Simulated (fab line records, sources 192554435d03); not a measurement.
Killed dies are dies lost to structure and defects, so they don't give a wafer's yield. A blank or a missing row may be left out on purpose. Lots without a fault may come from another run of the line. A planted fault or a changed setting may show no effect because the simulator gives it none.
Chamber matching | flow n5_finfet | N5_DUMMY_GATE_ALD_02 on ald_sin-01: 4 sister chambers
The step deposits SiO2, target thk 2 nm, pulse time 1 s. 7 wafers are shown with their chamber, then 9 later ones without.

WAFERS WITH THEIR CHAMBER
wafer  | chamber | heater_power_w (W) | precursor_pulse_height_rel
L082.2 | 2       | 408                | 1.027
L082.6 | 0       | 498                | 1.019
L083.2 | 0       | 500                | 1.014
L085.6 | 3       | 527                | 0.962
L087.2 | 1       | 449                | 0.999
L087.4 | 3       | 530                | 1.012
L087.6 | 1       | 445                | 1.027

WAFERS WITHOUT THEIR CHAMBER
wafer  | heater_power_w (W) | precursor_pulse_height_rel
L088.1 | 442                | 1.007
L088.2 | 418                | 0.982
L088.5 | 406                | 1.012
L091.2 | 507                | 1.021
L091.3 | 408                | 1.002
L091.4 | 531                | 0.964
L096.1 | 502                | 1.004
L096.2 | 410                | 1.007
L096.3 | 454                | 1.018

WHICH CHAMBER EACH WENT THROUGH
wafer  | from the rows above | in truth
L088.1 | 1                   | 1
L088.2 | 2                   | 2
L088.5 | 2                   | 2
L091.2 | 0                   | 0
L091.3 | 2                   | 2
L091.4 | 3                   | 3
L096.1 | 0                   | 0
L096.2 | 2                   | 2
L096.3 | 1                   | 1
Placed correctly: 9 of 9. Can't be placed from these rows: 0. Placed wrongly: 0.
How it was worked out, from the rows above alone: a wafer's distance from a chamber is the root of the sum, over the readings, of the square of ((its reading less the chamber's mean) divided by the reading's scatter). The wafer belongs to the nearest chamber; if the next one is less than 2 further off, it can't be placed. A chamber's mean is the mean of its shown wafers. The scatter: the root of (the sum of the squares of (reading less its chamber's mean) over the shown wafers, divided by (wafers less chambers)).
